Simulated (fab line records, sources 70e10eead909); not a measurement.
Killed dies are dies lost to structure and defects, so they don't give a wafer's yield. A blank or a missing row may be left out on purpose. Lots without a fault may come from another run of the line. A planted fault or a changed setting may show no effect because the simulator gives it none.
fab line records | flow nand_harc
record lots=6 wafers=18 last_day=34
route steps=1302 shown P_GATE@215 P_CONTACT@217 END@1302
lots that met no fault: from a run of the same line without faults
start_h: hours from the record's first day to the start of the lot's first wafer shown | wait_h: hours since the lot's step before | " the same as in the row above | L1.1+2: a row that stands for several wafers | - no value, or no start given | * or withheld: withheld | < > ~ a bound
route shown NAME@n: a module of which the file shows steps, and the number in the route of the first | usual: mean/standard deviation of fault-free wafers | same: alike in all rows | chamber/n: place in a boat | sites: the reading at each site | _std_site: their standard deviation | _edge_site: outer sites' mean less inner sites' | radius_mm: how far each site lies from the wafer's centre | mask NAME#n: copy n | behind: the tool/chamber that last shaped the wafer | hold: why the lot was held/for how many hours/how that ended | device: the transistor (n, p or np) that didn't switch | end of line: the same wafers' tests at the end of the route | a step without rows: its recipe alone | killed: dies lost to structure and defects at the first sort, not the wafer's yield | map: a wafer's dies, x killed, . not, _ none there
set.NAME: the setting as run; set.NAME@STEP: as run at that earlier step | model.NAME: the simulator's own value behind a step, which no gauge read
lots at some steps of the route; a table a step, a row a wafer
services: from which hour (start_h, from the record's first day; less than 0 if before it) a tool's chamber was out of use, for how many hours, and why
## steps
# step NHARC_P_GATE_RTA_82
# recipe temp_c=450 time_s=30
# usual lamp_power_pct=4.18/0.13 lamp_zone_5_pct=4.20/0.13 wafer_temp_C_max=452.3/0.5
# columns lot.wafer tool chamber start_h wait_h lamp_power_pct lamp_zone_5_pct wafer_temp_C_max
L460.1 rtp_anneal-01 0 175.06 - 4.11 4.12 451.9
L460.3 " 0 " " 4.11 4.12 451.8
L460.5 " 0 " " 4.10 4.12 452.1
L461.2 rtp_anneal-01 0 183.35 - 4.09 4.12 452.1
L461.3 " 0 " " 4.11 4.12 452.3
L461.4 " 0 " " 4.10 4.12 451.7
L471.1 rtp_anneal-02 0 287.73 - 4.42 4.43 452.6
L471.2 " 0 " " 4.42 4.43 452.2
L471.3 " 0 " " 4.42 4.44 452.4
L473.1 rtp_anneal-01 0 301.88 - 4.10 4.13 453.1
L473.3 " 0 " " 4.10 4.13 452.5
L473.4 " 0 " " 4.10 4.13 452.3
L475.2 rtp_anneal-01 0 332.69 - 4.11 4.12 452.1
L475.3 " 0 " " 4.11 4.12 452.1
L475.5 " 0 " " 4.10 4.12 452.7
L476.2 rtp_anneal-01 0 336.09 - 4.11 4.12 452.2
L476.3 " 0 " " 4.11 4.13 452.1
L476.5 " 0 " " 4.11 4.12 452.2
# step NHARC_P_GATE_INSPECT_68
# usual raw_defect_count=200/67
# columns lot.wafer tool chamber start_h wait_h raw_defect_count
L460.1 defect_inspect-01 - 175.25 0.2 187
L460.3 " - " " 145
L460.5 " - " " 167
L461.2 defect_inspect-02 - 183.51 0.1 293
L461.3 " - " " 377
L461.4 " - " " 248
L471.1 defect_inspect-02 - 287.93 0.2 210
L471.2 " - " " 151
L471.3 " - " " 221
L473.1 defect_inspect-02 - 302.08 0.2 148
L473.3 " - " " 134
L473.4 " - " " 170
L475.2 defect_inspect-01 - 332.86 0.1 114
L475.3 " - " " 191
L475.5 " - " " 127
L476.2 defect_inspect-01 - 336.26 0.1 243
L476.3 " - " " 150
L476.5 " - " " 185
# step NHARC_P_CONTACT_DEP_30
# recipe target_thk_a=300 temp_c=400 target_thk_nm=30 flow_sccm=200 rf_w=450 material=SiNx
# usual heater_power_w=692/95
# columns lot.wafer tool chamber start_h wait_h heater_power_w
L460.1 pecvd-01 1 175.32 0.1 746
L460.3 " 0 " " 633
L460.5 " 2 " " 802
L461.2 pecvd-01 0 183.62 0.1 649
L461.3 " 1 " " 742
L461.4 " 2 " " 689
L471.2 pecvd-02 1 288.20 0.3 564
L471.1 " 2 " " 705
L471.3 " 1 " " 558
L473.3 pecvd-01 1 302.18 0.1 770
L473.1 " 2 " " 719
L473.4 " 0 " " 695
L475.2 pecvd-01 0 332.93 0.1 729
L475.3 " 1 " " 665
L475.5 " 0 " " 704
L476.2 pecvd-02 0 336.33 0.1 920
L476.3 " 2 " " 718
L476.5 " 0 " " 897
# step NHARC_P_CONTACT_DEP_00
# recipe target_thk_a=5000 temp_c=400 pressure_torr=6.5 rf_w=900 teos_flow_sccm=161.4 flow_sccm=2650 target_thk_nm=500 gas=O2 material=SiO2
# usual heater_power_w=534/97 throttle_valve_pct=15.9/0.55
# columns lot.wafer tool chamber start_h wait_h heater_power_w throttle_valve_pct
L460.1 pecvd-01 1 - - 595 16.9
L460.3 " 0 " " 578 15.6
L460.5 " 2 " " 654 15.9
L461.2 pecvd-01 0 - - 582 15.9
L461.3 " 1 " " 519 16.6
L461.4 " 2 " " 483 15.9
L471.2 pecvd-02 1 288.55 0.3 433 15.7
L471.1 " 2 " " 594 15.0
L471.3 " 1 " " 469 15.7
L473.3 pecvd-01 1 - - 527 16.6
L473.1 " 2 " " 633 15.7
L473.4 " 0 " " 522 16.2
L475.2 pecvd-01 0 - - 570 15.4
L475.3 " 1 " " 579 16.9
L475.5 " 0 " " 586 15.3
L476.2 pecvd-02 0 - - 747 15.3
L476.3 " 2 " " 608 14.9
L476.5 " 0 " " 777 15.2
# step NHARC_P_CONTACT_CMP_01
# recipe target_thk_nm=200 material=SiO2
# usual motor_current_A=12.0/1.2
# columns lot.wafer tool chamber start_h wait_h motor_current_A
L460.1 cmp-02 0 176.03 - 12.3
L460.3 " 1 " " 14.1
L460.5 " 1 " " 14.3
L461.4 cmp-02 1 184.30 - 14.5
L461.3 " 2 " " 11.0
L461.2 " 3 " " 12.2
L471.2 cmp-02 2 289.16 0.5 10.8
L471.3 " 3 " " 11.4
L471.1 " 1 " " 14.1
L473.4 cmp-03 1 302.85 - 12.6
L473.3 " 2 " " 10.6
L473.1 " 0 " " 11.4
L475.3 cmp-03 3 333.64 - 12.1
L475.2 " 2 " " 11.7
L475.5 " 3 " " 12.1
L476.2 cmp-04 1 337.05 - 13.2
L476.3 " 3 " " 13.2
L476.5 " 2 " " 10.3
# step NHARC_P_CONTACT_SRD_03
# step NHARC_P_CONTACT_DEHYDRATE_04
# recipe temp_c=150 time_s=120
# step NHARC_P_CONTACT_HMDS_05
# recipe time_s=30
# step NHARC_P_CONTACT_COAT_33
# recipe temp_c=260 time_s=75
# step NHARC_P_CONTACT_COAT_34
# recipe temp_c=225 time_s=65
# step NHARC_P_CONTACT_COAT_06
# recipe spin_rpm=1500 resist_thk_nm=90
# step NHARC_P_CONTACT_SOFTBAKE_07
# recipe temp_c=105 time_s=55
# usual heater_power_total_W=188.45/0.14
# columns lot.wafer tool chamber start_h wait_h heater_power_total_W
L460.1 litho_track-04 0 176 - 188.33
L460.3 " 0 " " 188.35
L460.5 " 0 " " 188.74
L461.2 litho_track-01 0 184 - 188.29
L461.3 " 0 " " 188.47
L461.4 " 0 " " 188.27
L471.1 litho_track-01 0 289 - 323.02
L471.2 " 0 " " 323.05
L471.3 " 0 " " 323.13
L473.1 litho_track-01 0 303 - 323.70
L473.3 " 0 " " 322.99
L473.4 " 0 " " 323.19
L475.2 litho_track-04 0 334 - 188.57
L475.3 " 0 " " 188.36
L475.5 " 0 " " 188.44
L476.2 litho_track-06 0 337 - 188.49
L476.3 " 0 " " 188.36
L476.5 " 0 " " 188.33
# step NHARC_P_CONTACT_EBR_08
# step NHARC_END_SORT_01
# recipe temp_c=25
# usual killed_at_array=63/27 killed_at_other=0.7/1.2 killed_at_periphery=3.1/2 killed_dies=67/28 killed_open=3.0/1.9 killed_short=2.2/1.5
# same gross_dies=677
# columns lot.wafer tool chamber start_h wait_h killed_at_array killed_at_other killed_at_periphery killed_dies killed_open killed_short
L460.1 prober-02 0 615.73 2.5 27 0 5 32 3 3
L460.3 prober-02 0 617.31 3.1 26 0 3 29 3 1
L460.5 prober-02 0 618.89 3.7 22 0 1 23 4 6
L475.2 prober-01 0 809.74 2.8 48 0 3 51 1 2
L475.3 prober-01 0 810.54 3.1 40 0 4 44 3 3
L475.5 prober-01 0 812.13 3.7 42 0 2 44 3 0
# killed by level:class
L460.1 A_CHANNEL_HOLE_D2:chamber_film_flake=11 A_CHANNEL_HOLE_D1:chamber_film_flake=6 A_CONTACT:chamber_film_flake=2 P_CONTACT:geometric_particle:open=1 P_CONTACT:geometric_particle:short=1 A_SOURCE_PLATE:geometric_particle:open=1 A_ONON_D1:geometric_particle:short=1 A_CHANNEL_FILL_D1:geometric_particle:open=1
L460.3 A_CHANNEL_HOLE_D2:chamber_film_flake=12 A_CHANNEL_HOLE_D1:chamber_film_flake=6 P_M0:geometric_particle:open=1 A_CHANNEL_FILL_D1:geometric_particle:short=1 A_CHANNEL_HOLE_D2:geometric_particle:open=1 A_SGD_CUT:geometric_particle:open=1 P_GATE:chamber_film_flake=1 P_BONDPAD:chamber_film_flake=1
L460.5 A_CHANNEL_HOLE_D2:chamber_film_flake=8 A_CHANNEL_HOLE_D2:geometric_particle:short=2 A_CHANNEL_FILL_D1:geometric_particle:short=1 A_DECK1_JOINT:geometric_particle:short=1 A_CHANNEL_HOLE_D2:geometric_particle:open=1 A_CHANNEL_FILL_D2:geometric_particle:open=1 A_SGD_CUT:geometric_particle:short=1 A_WL_FILL:geometric_particle:short=1
L475.2 A_CHANNEL_HOLE_D1:chamber_film_flake=19 A_CONTACT:chamber_film_flake=9 A_SLIT:chamber_film_flake=7 A_SGD_CUT:chamber_film_flake=4 P_ZERO_WELL:chamber_film_flake=3 A_CHANNEL_FILL_D1:chamber_film_flake=3 A_STAIRCASE:chamber_film_flake=2 A_ONON_D1:geometric_particle:short=1
L475.3 A_CHANNEL_HOLE_D1:chamber_film_flake=18 A_SLIT:chamber_film_flake=5 P_ZERO_WELL:chamber_film_flake=3 A_CHANNEL_HOLE_D2:chamber_film_flake=3 A_STAIRCASE:chamber_film_flake=3 A_WL_FILL:chamber_film_flake=3 A_CONTACT:chamber_film_flake=3 A_ONON_D1:geometric_particle:short=2
L475.5 A_CHANNEL_HOLE_D1:chamber_film_flake=16 A_DECK1_JOINT:chamber_film_flake=5 A_SLIT:chamber_film_flake=5 A_CHANNEL_HOLE_D2:chamber_film_flake=3 A_SGD_CUT:chamber_film_flake=3 A_CONTACT:chamber_film_flake=3 P_ZERO_WELL:chamber_film_flake=2 A_M1:chamber_film_flake=2
## services
# columns tool chamber start_h hours kind
litho_track-01 - 155.00 7.0 pm
cmp-03 - 155.41 0.3 repair
cmp-03 - 162.00 4.0 pm
litho_track-06 - 179.00 7.0 pm
cmp-04 - 183.58 4.5 repair
cmp-02 - 200.13 0.2 repair
cmp-03 - 200.19 1.8 repair
litho_track-04 - 203.00 7.0 pm
cmp-04 - 209.00 4.0 pm
pecvd-01 2 210.51 18.0 repair
cmp-03 - 216.74 0.5 repair
pecvd-02 0 220.34 3.9 repair
pecvd-02 - 227.26 13.0 pm
cmp-02 - 229.77 1.2 repair
cmp-02 - 232.50 4.0 pm
cmp-03 - 246.86 1.6 repair
pecvd-02 1 249.73 14.4 repair
cmp-03 - 260.00 4.0 pm
pecvd-02 0 280.37 8.9 repair
cmp-03 - 289.72 1.9 repair
cmp-03 - 310.92 3.1 repair
pecvd-01 - 311.38 13.0 pm
litho_track-01 - 330.00 7.0 pm
cmp-02 - 330.50 4.0 pm
## key
first_sign step=NHARC_P_CONTACT_SOFTBAKE_07 reading=heater_power_total_W direction=up sigmas=99+ usual=* struck=*
effect none on later readings
met_at NHARC_P_CONTACT_SOFTBAKE_07
struck_wafers L471.1,L471.2,L471.3,L473.1,L473.3,L473.4
tester_left_out L471,L473
onset_between 184 289
fault kind=process_parameter_drift tool=litho_track-01 chamber=- onset_h=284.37 steps=NHARC_P_CONTACT_SOFTBAKE_07 channel=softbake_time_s offset=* shape=step end_h=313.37 acts_in=* stated=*
# tester_left_out: of these lots the tester's yield and bins aren't shown, on N5 and GAA mostly nor the transistor test; their killed dies are dies lost to structure and defects alone, not to doping, threshold or leakage, so they don't give the yield
